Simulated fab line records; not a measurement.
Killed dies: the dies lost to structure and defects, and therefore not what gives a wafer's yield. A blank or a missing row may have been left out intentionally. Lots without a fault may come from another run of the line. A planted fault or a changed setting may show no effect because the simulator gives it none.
fab line records	flow nand_harc
record lots=5	wafers=14	last_day=34
route steps=1302 shown A_SGD_CUT@901
lots that met no fault: taken from a fault-free run of the same line
start_h: the number of hours between the record's first day and the start of the first shown wafer of the lot	wait_h: time in hours since the lot's previous step	" identical to the entry in the row above	L1.1+2: one row covering several wafers at once	- no value, or no start was given	* or withheld: withheld	< > ~ a bound
route shown NAME@n: a module of which the file shows steps, and the number in the route of the first	usual: the fault-free wafers' mean and standard deviation	same: alike in all rows	chamber/n: place in a boat	sites: the reading at each site	_std_site: their standard deviation	_edge_site: mean of outer sites minus mean of inner sites	radius_mm: for every site, how far away it sits from the centre of the wafer	mask NAME#n: copy n	behind: the tool/chamber that last shaped the wafer	hold: why the lot was held/for how many hours/how that ended	device: the transistor (n, p or np) that didn't switch	end of line: the tests these same wafers got at the end of their route	a step given without rows: its recipe and nothing more	killed: not the wafer's yield, but the dies lost to structure and defects at the first sort	map: per-die view of a wafer (x killed, . not killed, _ where there is no die)
set.NAME: the run value of the setting; set.NAME@STEP: its run value at that earlier step	model.NAME: the simulator's own value behind a step, which no gauge read
lots seen at some steps along the route; tables by step, rows by wafer
services: the hour from which a tool's chamber was out of use, counted from the record's first day as start_h (under 0 if before that day), plus the number of hours and why
## steps
# step NHARC_A_SGD_CUT_CD_MEAS_09
# recipe target_cd_nm=100	landing_energy_ev=500
# usual cd_nm=100.3/0.68
lot.wafer	tool	chamber	start_h	wait_h	cd_nm
L860.1	cd_sem-03	0	460.47	-	99.7
L860.3	"	0	"	"	99.7
L860.6	"	0	"	"	99.0
L864.1	cd_sem-01	0	486.46	-	99.6
L864.2	"	0	"	"	101.1
L864.6	"	0	"	"	100.9
L868.1	cd_sem-03	0	546.71	-	99.2
L868.6	"	0	"	"	99.6
L874.2	cd_sem-03	0	589.95	-	101.1
L874.4	"	0	"	"	101.1
L874.5	"	0	"	"	100.4
L881.2	cd_sem-02	0	672.96	-	100.5
L881.4	"	0	"	"	100.3
L881.6	"	0	"	"	100.1
# step NHARC_A_SGD_CUT_OVL_MEAS_10
# usual overlay_x_nm=-0.2/0.94	overlay_y_nm=0.3/0.99
lot.wafer	tool	chamber	start_h	wait_h	overlay_x_nm	overlay_y_nm
L860.1	overlay-02	-	460.56	-	-2.2	1.7
L860.3	"	-	"	"	-1.9	1.1
L860.6	"	-	"	"	-2.4	0.8
L864.1	overlay-02	-	486.55	-	-0.5	0.1
L864.2	"	-	"	"	-0.4	0.0
L864.6	"	-	"	"	-0.6	0.0
L868.1	overlay-01	-	546.80	-	1.7	1.6
L868.6	"	-	"	"	1.5	2.2
L874.2	overlay-01	-	590.03	-	0.4	-0.8
L874.4	"	-	"	"	0.2	-1.5
L874.5	"	-	"	"	0.5	-1.3
L881.2	overlay-02	-	673.06	-	-0.2	0.0
L881.4	"	-	"	"	-0.5	-0.2
L881.6	"	-	"	"	-0.7	0.0
# step NHARC_A_SGD_CUT_INSPECT_11
# usual raw_defect_count=52/29
lot.wafer	tool	chamber	start_h	wait_h	raw_defect_count
L860.1	defect_inspect-02	-	460.59	0.0	17
L860.3	"	-	"	"	12
L860.6	"	-	"	"	15
L864.1	defect_inspect-01	-	486.59	0.0	127
L864.2	"	-	"	"	120
L864.6	"	-	"	"	100
L868.1	defect_inspect-01	-	546.84	0.0	57
L868.6	"	-	"	"	61
L874.2	defect_inspect-01	-	590.07	0.0	50
L874.4	"	-	"	"	54
L874.5	"	-	"	"	61
L881.2	defect_inspect-02	-	673.10	0.0	81
L881.4	"	-	"	"	73
L881.6	"	-	"	"	83
# step NHARC_A_SGD_CUT_DESCUM_14
# recipe time_s=3	o2_flow_sccm=200	ar_flow_sccm=0	bias_power_w=0	chemistry=O2
# usual drypump_motor_current_A=5.5/0.33	oes_product_au=1.001/0.013	rf_vpp_V=57.7/0.8	showerhead_plenum_p_Torr=1.88/0.077	throttle_valve_pct=11.312/0.0095
lot.wafer	tool	chamber	start_h	wait_h	drypump_motor_current_A	oes_product_au	rf_hours_counter_h	rf_vpp_V	showerhead_plenum_p_Torr	throttle_valve_pct
L860.1	rie_diel-05	0	460.66	0.1	5.5	0.990	4	58.7	1.99	11.318
L860.3	"	3	"	"	5.6	0.989	4	57.0	1.95	11.295
L860.6	"	0	"	"	5.5	0.993	-	57.7	1.99	11.305
L864.2	rie_diel-05	3	486.65	0.1	5.6	1.006	7	58.0	1.95	11.321
L864.1	"	2	"	"	6.1	1.000	7	56.2	1.82	11.304
L864.6	"	3	"	"	5.6	1.001	-	57.2	1.95	11.316
L868.1	rie_diel-10	1	546.92	0.1	5.6	1.001	6	57.9	1.78	11.310
L868.6	"	0	"	"	5.9	1.015	-	58.0	1.88	11.301
L874.2	rie_diel-10	3	590.14	0.1	5.2	0.997	12	57.3	1.83	11.323
L874.4	"	0	"	"	5.9	1.003	12	57.5	1.88	11.314
L874.5	"	2	"	"	5.4	0.994	-	57.3	1.88	11.306
L881.4	rie_diel-10	2	673.17	0.1	5.4	1.009	5	58.1	1.88	11.306
L881.2	"	3	"	"	5.2	0.994	5	56.9	1.83	11.327
L881.6	"	1	"	"	5.6	1.011	-	56.6	1.78	11.308
# step NHARC_A_SGD_CUT_ETCH_58
# recipe target_depth_a=390	over_etch_frac=0.3	time_s=65	ion_energy_ev=80	cf4_flow_sccm=150	ar_flow_sccm=0	rf_w=300	bias_w=100	chemistry=CF4
# step NHARC_A_SGD_CUT_ETCH_59
# recipe target_depth_a=2600	over_etch_frac=0.25	time_s=406.25	ion_energy_ev=200	n2_flow_sccm=150	h2_flow_sccm=150	ar_flow_sccm=0	rf_w=400	bias_w=150	chemistry=N2/H2
# step NHARC_A_SGD_CUT_ETCH_15
# recipe target_depth_a=750	time_s=64.3	ch3f_flow_sccm=50	o2_flow_sccm=30	ar_flow_sccm=200	rf_w=500	bias_w=100	chemistry=CH3F/O2
# usual drypump_motor_current_A=5.5/0.32	oes_product_au=0.963/0.024	rf_vpp_V=263.2/1.6	showerhead_plenum_p_Torr=2.42/0.094	throttle_valve_pct=20.662/0.0099
lot.wafer	tool	chamber	start_h	wait_h	drypump_motor_current_A	oes_product_au	rf_hours_counter_h	rf_vpp_V	showerhead_plenum_p_Torr	throttle_valve_pct
L860.1	rie_diel-05	3	-	-	5.6	0.968	4	264.6	2.50	20.657
L860.3	"	1	"	"	5.5	0.987	4	262.5	2.34	20.667
L860.6	"	0	"	"	5.5	0.959	-	264.6	2.55	20.653
L864.1	rie_diel-05	3	-	-	5.6	0.969	7	265.9	2.50	20.655
L864.2	"	0	"	"	5.5	0.958	7	266.1	2.55	20.681
L864.6	"	0	"	"	5.5	0.946	-	265.7	2.55	20.662
L868.1	rie_diel-10	3	-	-	5.2	0.961	9	263.7	2.36	20.647
L868.6	"	2	"	"	5.4	0.982	-	263.8	2.42	20.667
L874.4	rie_diel-10	1	-	-	5.6	0.965	9	261.8	2.29	20.658
L874.2	"	3	"	"	5.2	0.965	12	261.0	2.35	20.654
L874.5	"	1	"	"	5.6	0.973	-	260.6	2.29	20.671
L881.2	rie_diel-10	2	-	-	5.4	0.990	5	263.5	2.42	20.660
L881.4	"	3	"	"	5.3	0.967	5	262.5	2.35	20.659
L881.6	"	1	"	"	5.6	0.967	-	262.0	2.29	20.672
# step NHARC_A_SGD_CUT_ETCH_16
# recipe target_depth_a=3105	time_s=155.2	c4f8_flow_sccm=withheld	o2_flow_sccm=8	ar_flow_sccm=withheld	rf_w=600	bias_w=800	chemistry=C4F8/O2/Ar
# usual oes_product_au=0.974/0.019	rf_vpp_V=722/4
lot.wafer	tool	chamber	start_h	wait_h	oes_product_au	rf_hours_counter_h	rf_vpp_V
L860.3	rie_diel-05	1	-	-	0.988	4	718
L860.1	"	2	"	"	0.991	5	718
L860.6	"	3	"	"	0.988	-	725
L864.2	rie_diel-05	2	-	-	0.989	7	717
L864.1	"	3	"	"	0.974	7	725
L864.6	"	2	"	"	0.994	-	719
L868.1	rie_diel-10	3	-	-	0.973	9	716
L868.6	"	2	"	"	0.991	-	722
L874.2	rie_diel-10	3	-	-	0.975	12	718
L874.4	"	2	"	"	0.962	9	721
L874.5	"	0	"	"	1.005	-	722
L881.2	rie_diel-10	3	-	-	0.966	5	720
L881.4	"	0	"	"	0.960	5	724
L881.6	"	1	"	"	0.979	-	714
# step NHARC_A_SGD_CUT_STRIP_60
# recipe c4f8_flow_sccm=withheld	o2_flow_sccm=8	ar_flow_sccm=withheld	bias_w=0	chemistry=C4F8/O2/Ar
# step NHARC_A_SGD_CUT_STRIP_17
# recipe o2_flow_sccm=500	ar_flow_sccm=0	bias_w=0	chemistry=O2
# usual drypump_motor_current_A=5.5/0.33	oes_product_au=1.003/0.014	rf_vpp_V=57.7/0.89	showerhead_plenum_p_Torr=3.47/0.13	throttle_valve_pct=17.037/0.0097
lot.wafer	tool	chamber	start_h	wait_h	drypump_motor_current_A	oes_product_au	rf_hours_counter_h	rf_vpp_V	showerhead_plenum_p_Torr	throttle_valve_pct
L860.3	rie_diel-05	3	-	-	5.6	0.997	4	57.7	3.59	17.046
L860.1	"	2	"	"	6.2	1.021	5	57.5	3.37	17.021
L860.6	"	3	"	"	5.6	1.015	-	58.3	3.59	17.041
L864.2	rie_diel-05	2	-	-	6.1	1.010	7	56.7	3.37	17.055
L864.1	"	3	"	"	5.6	1.003	7	57.8	3.59	17.031
L864.6	"	1	"	"	5.6	1.023	-	56.7	3.36	17.043
L868.1	rie_diel-10	3	-	-	5.3	0.992	9	58.7	3.38	17.023
L868.6	"	2	"	"	5.4	1.013	-	58.1	3.48	17.032
L874.2	rie_diel-10	3	-	-	5.2	1.019	12	56.7	3.38	17.049
L874.4	"	0	"	"	5.9	1.014	12	57.2	3.48	17.039
L874.5	"	2	"	"	5.4	1.007	-	58.9	3.47	17.029
L881.2	rie_diel-10	2	-	-	5.4	1.023	5	58.0	3.47	17.066
L881.4	"	1	"	"	5.6	1.010	5	56.4	3.29	17.028
L881.6	"	3	"	"	5.2	0.983	-	58.3	3.38	17.037
# step NHARC_A_SGD_CUT_PRECLEAN_18
# recipe time_s=*	temp_c=50	bath_age_min=0	chemistry=SC1
# step NHARC_A_SGD_CUT_SRD_19
# step NHARC_A_SGD_CUT_DEP_20
# recipe target_thk_a=1500	temp_c=65	material=SiO2
lot.wafer	tool	chamber	start_h	wait_h
L860.1+3+6	fcvd-01	0,1,1	461.77	-
L864.2+1+6	fcvd-02	1,0,0	487.77	-
L868.1+6	fcvd-02	1,0	548.02	-
L874.2+4+5	fcvd-01	0,0,1	591.29	-
L881.2+4+6	fcvd-01	1,0,0	674.35	0.1
# step NHARC_A_SGD_CUT_ANNEAL_27
# recipe temp_c=450	time_s=1800
# step NHARC_A_SGD_CUT_CMP_21
# recipe target_thk_nm=148.19
# usual motor_current_A=12.7/1.4	slurry_filter_dp_kPa=13.51/0.11	time_to_endpoint_s=51.2/2.9
lot.wafer	tool	chamber	start_h	wait_h	motor_current_A	slurry_filter_dp_kPa	time_to_endpoint_s
L860.1	cmp-04	3	466.48	0.4	11.3	13.52	47.4
L860.3	"	0	"	"	15.5	13.58	52.3
L860.6	"	1	"	"	13.4	13.73	46.9
L864.2	cmp-01	0	496.26	0.4	11.2	13.41	54.2
L864.1	"	1	"	"	11.6	13.59	48.6
L864.6	"	1	"	"	11.7	13.20	50.1
L868.1	cmp-02	0	553.64	0.4	12.2	13.56	49.4
L868.6	"	2	"	"	14.2	13.51	41.8
L874.4	cmp-02	1	596.01	0.4	13.9	13.65	49.1
L874.2	"	2	"	"	13.7	13.41	50.5
L874.5	"	0	"	"	12.4	13.53	53.1
L881.2	cmp-01	3	678.65	0.4	13.5	13.40	52.1
L881.4	"	0	"	"	10.9	13.77	54.1
L881.6	"	2	"	"	11.5	13.73	51.6
# step NHARC_A_SGD_CUT_THK_MEAS_22
# recipe thk_meas_gauge=ellipsometry
# usual thk_nm=148.1/1.4
lot.wafer	tool	chamber	start_h	wait_h	thk_nm
L860.1	film_metro-02	-	466.68	0.2	150.5
L860.3	"	-	"	"	149.5
L860.6	"	-	"	"	146.7
L864.1	film_metro-02	-	496.51	0.2	147.4
L864.2	"	-	"	"	145.1
L864.6	"	-	"	"	149.4
L868.1	film_metro-01	-	553.82	0.2	148.4
L868.6	"	-	"	"	136.4
L874.2	film_metro-01	-	596.25	0.2	150.5
L874.4	"	-	"	"	148.5
L874.5	"	-	"	"	150.4
L881.2	film_metro-02	-	678.88	0.2	149.2
L881.4	"	-	"	"	148.9
L881.6	"	-	"	"	148.6
# step NHARC_A_SGD_CUT_SRD_23
## services
tool	chamber	start_h	hours	kind
cmp-01	-	448.20	0.3	repair
fcvd-02	-	450.00	13.0	pm
rie_diel-10	2	455.14	9.8	repair
cmp-01	-	462.74	0.4	repair
rie_diel-10	-	468.31	0.4	repair
cmp-02	-	475.91	1.0	repair
cmp-02	-	477.61	0.3	repair
rie_diel-10	1	481.70	7.3	repair
cmp-02	-	495.29	2.1	repair
fcvd-01	-	516.41	0.7	repair
cmp-02	-	531.07	4.0	pm
cmp-01	-	533.28	4.0	pm
fcvd-01	-	547.00	13.0	pm
fcvd-01	1	578.57	2.4	repair
rie_diel-05	0	582.41	9.3	repair
rie_diel-05	-	583.67	9.0	pm
cmp-01	-	588.37	0.3	repair
cmp-01	-	614.30	0.9	repair
cmp-01	-	631.28	4.0	pm
fcvd-01	-	636.37	1.2	repair
cmp-01	-	657.81	4.5	repair
rie_diel-05	-	664.53	0.2	repair
rie_diel-10	-	669.69	1.9	repair
cmp-01	-	674.38	1.5	repair
## key
first_sign step=NHARC_A_SGD_CUT_THK_MEAS_22	reading=thk_nm	direction=down	sigmas=8.2	usual=148.1	struck=136.4
effect none on later readings
met_at NHARC_A_SGD_CUT_DEP_20
struck_wafers L868.6
tester_left_out L868
onset_between 487.77 548.02
fault kind=process_parameter_drift	tool=fcvd-02	chamber=-	onset_h=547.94	steps=NHARC_A_SGD_CUT_DEP_20	channel=target_thk_a	offset=*	shape=step	end_h=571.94	scope=struck_wafers_only	acts_in=*	stated=*
# tester_left_out: of these lots the tester's yield and bins aren't shown, on N5 and GAA mostly nor the transistor test; their killed dies are dies lost to structure and defects alone, not to doping, threshold or leakage, so they don't give the yield
